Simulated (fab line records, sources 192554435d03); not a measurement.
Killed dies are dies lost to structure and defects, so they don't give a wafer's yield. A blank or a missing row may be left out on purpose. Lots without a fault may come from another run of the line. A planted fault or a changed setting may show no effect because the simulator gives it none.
Which tool did it? | flow n5_finfet | 7 lots, 21 wafers sampled, at 6 steps of a route of 1938

WHAT THE GAUGES READ, wafer by wafer
N5_BEOL_M5_THK_MEAS_01.
lot  | measured     | on            | M5_ILD_THK (nm)
L411 | day 8 03:53  | film_metro-01 | 121.8 122.9 121.9
L413 | day 8 21:25  | film_metro-02 | 121.5 120.0 123.1
L414 | day 10 01:10 | film_metro-01 | 120.5 121.5 123.6
L421 | day 11 12:45 | film_metro-01 | 120.5 123.8 122.9
L423 | day 12 06:58 | film_metro-02 | 120.2 119.8 122.7
L429 | day 13 13:40 | film_metro-02 | 120.2 123.2 123.4
L432 | day 14 04:34 | film_metro-01 | 119.5 122.8 121.8

N5_BEOL_M5_CD_MEAS_11: target cd 27.74 nm.
lot  | measured     | on        | cd_nm (nm)
L411 | day 8 04:59  | cd_sem-01 | 27.79 28.32 28.08
L413 | day 8 21:54  | cd_sem-01 | 28.00 28.29 27.73
L414 | day 10 03:03 | cd_sem-02 | 27.66 27.81 27.63
L421 | day 11 13:43 | cd_sem-01 | 28.07 28.21 27.82
L423 | day 12 08:29 | cd_sem-01 | 27.72 27.60 28.29
L429 | day 13 15:28 | cd_sem-01 | 25.24 24.73 24.80
L432 | day 14 06:10 | cd_sem-02 | 25.74 25.13 25.58

N5_BEOL_M15_RC_MEAS_101.
lot  | measured     | on        | COMB_M10 (S/m)          | COMB_M11 (S/m)          | COMB_M12 (S/m)           | COMB_M13 (S/m)          | COMB_M14 (S/m)          | COMB_M15 (S/m)          | COMB_M15_max_site (S/m) | COMB_M5 (S/m)           | COMB_M6 (S/m)           | COMB_M7 (S/m)           | COMB_M8 (S/m)           | COMB_M9 (S/m)              | SERP_M10 (ohm/um) | SERP_M11 (ohm/um) | SERP_M12 (ohm/um) | SERP_M12_max_site (ohm/um) | SERP_M13 (ohm/um) | SERP_M14 (ohm/um)    | SERP_M14_max_site (ohm/um) | SERP_M5 (ohm/um) | SERP_M5_max_site (ohm/um) | SERP_M6 (ohm/um) | SERP_M7 (ohm/um) | SERP_M8 (ohm/um) | SERP_M8_max_site (ohm/um) | SERP_M9 (ohm/um)
L411 | day 11 18:51 | prober-01 | 1.7e-11 1.4e-11 1.3e-11 | 1.6e-11 2.1e-11 1.2e-11 | 8.2e-12 8.6e-12 7.5e-12  | 6.5e-12 5.6e-12 6.3e-12 | 4.5e-12 4.6e-12 2.9e-12 | 3.2e-12 3.3e-12 3.5e-12 | 4.1e-12 4.7e-12 4e-12   | 3.5e-11 3.6e-11 3.1e-11 | 2.4e-11 2.1e-11 2.5e-11 | 3.7e-11 2.3e-11 2.2e-11 | 3.4e-11 3.8e-11 2.3e-11 | 1.12e-11 9.5e-12 1.39e-11  | 3.16 3.07 2.99    | 3.03 3.17 3.09    | 0.636 0.641 0.642 | 0.658 0.650 0.654          | 0.311 0.313 0.311 | 0.1631 0.1578 0.1633 | 0.1658 0.1589 0.1651       | 38.5 37.6 38.1   | 39.2 39.7 39.0            | 13.2 13.5 13.2   | 13.8 13.7 13.6   | 14.7 15.1 14.6   | 15.0 15.5 15.3            | 3.05 3.13 3.11
L413 | day 12 13:55 | prober-01 | 1.2e-11 1.3e-11 1.5e-11 | 1.1e-11 1.7e-11 1.1e-11 | 6.1e-12 5.8e-12 5.3e-12  | 6.2e-12 5.3e-12 5.5e-12 | 3.1e-12 4.9e-12 4e-12   | 2e-12 2.1e-12 2.5e-12   | 2.3e-12 3e-12 4.4e-12   | 3e-11 5.1e-11 3.6e-11   | 1.8e-11 2.7e-11 2.9e-11 | 2.6e-11 2.6e-11 1.8e-11 | 2.4e-11 2.8e-11 2.9e-11 | 1.19e-11 1.76e-11 1.76e-11 | 3.08 3.06 3.13    | 3.08 3.02 3.08    | 0.646 0.660 0.656 | 0.657 0.678 0.673          | 0.309 0.308 0.307 | 0.1618 0.1669 0.1671 | 0.1641 0.1692 0.1684       | 39.2 36.8 39.9   | 40.2 38.6 40.8            | 13.2 13.6 13.6   | 13.3 14.2 13.9   | 13.7 14.0 13.5   | 14.4 14.6 13.7            | 3.08 3.05 3.03
L414 | day 13 09:44 | prober-01 | 1.5e-11 1.6e-11 1.6e-11 | 1.4e-11 1.2e-11 1.6e-11 | 6.4e-12 7.7e-12 5.2e-12  | 4.9e-12 5.4e-12 4e-12   | 3.9e-12 6.7e-12 5.6e-12 | 2.7e-12 3.6e-12 3.6e-12 | 4.5e-12 4.4e-12 5.5e-12 | 2.9e-11 3.3e-11 3.5e-11 | 2.6e-11 1.6e-11 3.4e-11 | 3.8e-11 1.9e-11 2.9e-11 | 1.9e-11 2.4e-11 2.1e-11 | 1.64e-11 1.48e-11 1.39e-11 | 2.96 3.02 2.92    | 3.10 3.12 3.08    | 0.652 0.637 0.627 | 0.658 0.651 0.635          | 0.299 0.311 0.308 | 0.1629 0.1594 0.1559 | 0.1647 0.1609 0.1574       | 44.9 40.3 41.6   | 45.8 41.7 43.3            | 13.4 13.6 13.7   | 14.2 14.0 14.4   | 14.4 13.6 14.4   | 14.8 14.8 14.8            | 3.07 3.07 2.93
L421 | day 15 04:20 | prober-02 | 1e-11 1.1e-11 1.4e-11   | 1.9e-11 1.8e-11 2e-11   | 5.6e-12 6e-12 7.3e-12    | 4.5e-12 4.9e-12 3.2e-12 | 2.4e-12 3.1e-12 2.6e-12 | 1.1e-12 1.6e-12 1.8e-12 | 2.6e-12 2.9e-12 3.2e-12 | 3.2e-11 5.1e-11 3.1e-11 | 2.1e-11 2.2e-11 2.8e-11 | 3.1e-11 2e-11 2.1e-11   | 1.7e-11 1.4e-11 2.3e-11 | 1.42e-11 1.11e-11 1.34e-11 | 3.04 2.99 2.96    | 3.08 3.09 2.99    | 0.655 0.654 0.649 | 0.672 0.669 0.665          | 0.320 0.320 0.310 | 0.1585 0.1599 0.1614 | 0.1623 0.1615 0.1622       | 39.2 38.7 37.1   | 40.6 41.0 40.5            | 14.3 13.7 13.2   | 13.8 13.7 13.6   | 14.1 13.9 13.9   | 14.5 14.1 14.5            | 2.99 2.99 3.07
L423 | day 15 21:25 | prober-02 | 1.3e-11 1.2e-11 1.9e-11 | 1.2e-11 1e-11 1.2e-11   | 3.4e-12 4.8e-12 5.4e-12  | 3.2e-12 3.6e-12 2.9e-12 | 3e-12 1.9e-12 2.5e-12   | 1.5e-12 1.7e-12 2e-12   | 2e-12 2.7e-12 2.7e-12   | 3.8e-11 2.2e-11 3.2e-11 | 4.2e-11 2.1e-11 2.4e-11 | 2.1e-11 3.4e-11 2.3e-11 | 2.3e-11 3.1e-11 2.1e-11 | 1.26e-11 1.63e-11 2.04e-11 | 3.01 3.05 3.00    | 3.16 3.17 3.11    | 0.628 0.619 0.613 | 0.648 0.636 0.628          | 0.315 0.314 0.307 | 0.1576 0.1615 0.1596 | 0.1595 0.1623 0.1608       | 41.3 39.0 41.3   | 42.8 41.8 43.1            | 13.3 13.6 13.6   | 13.6 14.3 14.4   | 13.5 13.7 13.7   | 14.0 14.0 14.0            | 3.05 3.07 3.05
L429 | day 17 03:29 | prober-01 | 1.9e-11 1.2e-11 1.9e-11 | 2.2e-11 1.1e-11 1.9e-11 | 5.7e-12 7.8e-12 7.5e-12  | 6e-12 6.1e-12 5e-12     | 3.9e-12 3.5e-12 3.6e-12 | 3.3e-12 2.9e-12 2.3e-12 | 5.4e-12 3.5e-12 3.5e-12 | 2.7e-11 2.9e-11 3.2e-11 | 3.5e-11 2.4e-11 2.4e-11 | 2.9e-11 2.3e-11 2.6e-11 | 3.5e-11 3.5e-11 1.9e-11 | 1.55e-11 1.32e-11 1.63e-11 | 3.10 3.20 3.15    | 3.11 3.07 3.02    | 0.640 0.643 0.629 | 0.655 0.656 0.642          | 0.314 0.305 0.312 | 0.1578 0.1644 0.1571 | 0.1590 0.1669 0.1594       | 50.2 52.0 50.5   | 54.8 53.0 52.2            | 13.5 13.8 13.4   | 13.3 13.3 14.1   | 13.2 14.0 13.9   | 14.3 14.3 14.0            | 3.01 3.06 3.07
L432 | day 17 14:26 | prober-01 | 1.5e-11 1.6e-11 1.7e-11 | 1.1e-11 1.6e-11 1.1e-11 | 1.04e-11 7.4e-12 7.5e-12 | 7.6e-12 5.5e-12 5e-12   | 4e-12 4.3e-12 5e-12     | 3.6e-12 3.4e-12 3.6e-12 | 5.2e-12 4.6e-12 4.1e-12 | 2.9e-11 4.1e-11 4.4e-11 | 1.6e-11 1.7e-11 2.2e-11 | 2.6e-11 2.1e-11 3.3e-11 | 2.6e-11 2.2e-11 1.9e-11 | 1.27e-11 1.34e-11 1.86e-11 | 3.14 3.08 3.11    | 3.01 2.98 3.07    | 0.622 0.644 0.645 | 0.630 0.654 0.661          | 0.310 0.307 0.314 | 0.1604 0.1579 0.1610 | 0.1618 0.1600 0.1620       | 45.5 45.0 47.2   | 46.9 48.8 49.7            | 13.7 13.6 14.0   | 13.5 13.1 13.7   | 14.3 14.2 13.9   | 14.5 14.7 14.2            | 3.23 3.04 3.24

WHICH TOOL RAN EACH LOT (tool, then ch and the chambers of the sampled wafers, then the start)
lot  | N5_BEOL_M4_SPUTTER_94        | N5_BEOL_M5_EXPOSE_08              | N5_BEOL_M5_ETCH_61
L411 | pvd_sputter-01, day 8 00:58  | euv_scanner-02 ch 0, day 8 04:52  | rie_diel-02 ch 2,3, day 8 05:10
L413 | pvd_sputter-01, day 8 18:34  | euv_scanner-02 ch 0, day 8 21:46  | rie_diel-04 ch 0,2, day 8 22:05
L414 | pvd_sputter-01, day 9 22:08  | euv_scanner-01 ch 0, day 10 02:55 | rie_diel-02 ch 0,2,3, day 10 03:14
L421 | pvd_sputter-02, day 11 09:54 | euv_scanner-01 ch 0, day 11 13:35 | rie_diel-02 ch 0,1, day 11 13:53
L423 | pvd_sputter-03, day 12 03:53 | euv_scanner-02 ch 0, day 12 08:22 | rie_diel-02 ch 1,2,3, day 12 08:40
L429 | pvd_sputter-02, day 13 10:26 | euv_scanner-01 ch 0, day 13 15:20 | rie_diel-04 ch 0,2, day 13 15:38
L432 | pvd_sputter-03, day 14 01:41 | euv_scanner-01 ch 0, day 14 06:03 | rie_diel-02 ch 2,3, day 14 06:20
- N5_BEOL_M4_SPUTTER_94: material Cu, target thk 4.5 nm, time 8.29 s.
- N5_BEOL_M5_EXPOSE_08: exposes mask M5, target cd 28 nm.
- N5_BEOL_M5_ETCH_61: etches SiARC in CF4, target depth 15.6 nm, time 26 s.

WHAT THE TOOLS THEMSELVES READ (means of the sampled wafers that have a number; where no wafer has one, the mark that the record gives instead)
N5_BEOL_M4_SPUTTER_94.
lot  | tool           | throttle_valve_pct (%)
L411 | pvd_sputter-01 | 29.4
L413 | pvd_sputter-01 | 29.3
L414 | pvd_sputter-01 | 28.8
L421 | pvd_sputter-02 | 29.5
L423 | pvd_sputter-03 | 29.6
L429 | pvd_sputter-02 | 29.9
L432 | pvd_sputter-03 | 28.8

N5_BEOL_M5_EXPOSE_08.
lot  | tool           | exposure_dose_mJ_cm2
L411 | euv_scanner-02 | 35.59
L413 | euv_scanner-02 | 35.60
L414 | euv_scanner-01 | 35.75
L421 | euv_scanner-01 | 35.76
L423 | euv_scanner-02 | 35.64
L429 | euv_scanner-01 | 31.19
L432 | euv_scanner-01 | 32.06

N5_BEOL_M5_ETCH_61.
lot  | tool        | drypump_motor_current_A (A) | etch_rf_on_time_s (s) | mfc_ar_sccm (sccm) | oes_product_au (a.u.) | rf_vpp_V (V) | showerhead_plenum_p_Torr (Torr) | throttle_valve_pct (%)
L411 | rie_diel-02 | 5.1                         | 26.2                  | 100.0              | 0.64                  | 183.6        | 2.14                            | 15.70
L413 | rie_diel-04 | 5.9                         | 26.4                  | 99.9               | 0.62                  | 183.3        | 2.16                            | 15.77
L414 | rie_diel-02 | 5.5                         | 26.1                  | 100.0              | 0.62                  | 184.1        | 2.13                            | 15.78
L421 | rie_diel-02 | 6.0                         | 26.0                  | 100.0              | 0.65                  | 183.9        | 2.17                            | 15.79
L423 | rie_diel-02 | 5.4                         | 26.1                  | 99.7               | 0.67                  | 184.0        | 2.18                            | 15.55
L429 | rie_diel-04 | 5.9                         | 26.2                  | 100.1              | 0.60                  | 184.0        | 2.15                            | 15.84
L432 | rie_diel-02 | 5.0                         | 26.1                  | 100.0              | 0.61                  | 183.7        | 2.12                            | 15.79

THE ANSWER, worked out from the rows above alone
Rule: what is usual is taken from the lots themselves. Put in order of their means at a reading, lots are off if they are a third of the lots or fewer, leave a main group of 4 or more, and stand apart from it by a gap of 3 or more times the standard deviation of the main group's means; of several such gaps the widest counts. A main group whose means are all the same, to the digits that the tables above print for the reading, isn't used. A lot without any number at a reading at which 4 lots or more have one is off too. The other lots that the step has rows for count as sound. The gauges are gone through in route order, then the tools' own readings, and for those a lot's mean is taken as printed above. The first step at which some lot is off is used, and at that step the reading that is off furthest; a lot without a number counts as furthest.
Off: L429, L432, at N5_BEOL_M5_CD_MEAS_11 (cd_nm). The main group: mean 27.93 nm, standard deviation 0.13.
A tool fits if, at a process step before that reading, it ran every lot that is off, and no sound lot after the first of them. The gauges at N5_BEOL_M5_CD_MEAS_11 aren't tried: what is off there is off at N5_BEOL_M5_EXPOSE_08 too, on other tools, and a gauge's error can't cause that. One fits: euv_scanner-01 at N5_BEOL_M5_EXPOSE_08. Its last sound lot is L421 (day 11 13:35), its first lot that is off L429 (day 13 15:20): a fault that began between those two fits.
The tool's own readings at N5_BEOL_M5_EXPOSE_08 bear it out: on the lots that are off they differ by more than 5 times the standard deviation of the sound lots' means. exposure_dose_mJ_cm2 reads 31.62 there against 35.67 on the sound lots.

WHAT THE SIMULATOR HAD PUT IN
Process parameter drift: euv_scanner-01, from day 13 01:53 on, at N5_BEOL_M5_EXPOSE_08. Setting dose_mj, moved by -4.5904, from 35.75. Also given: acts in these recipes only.
Lots struck among those shown: L429, L432. The rule above found the same.
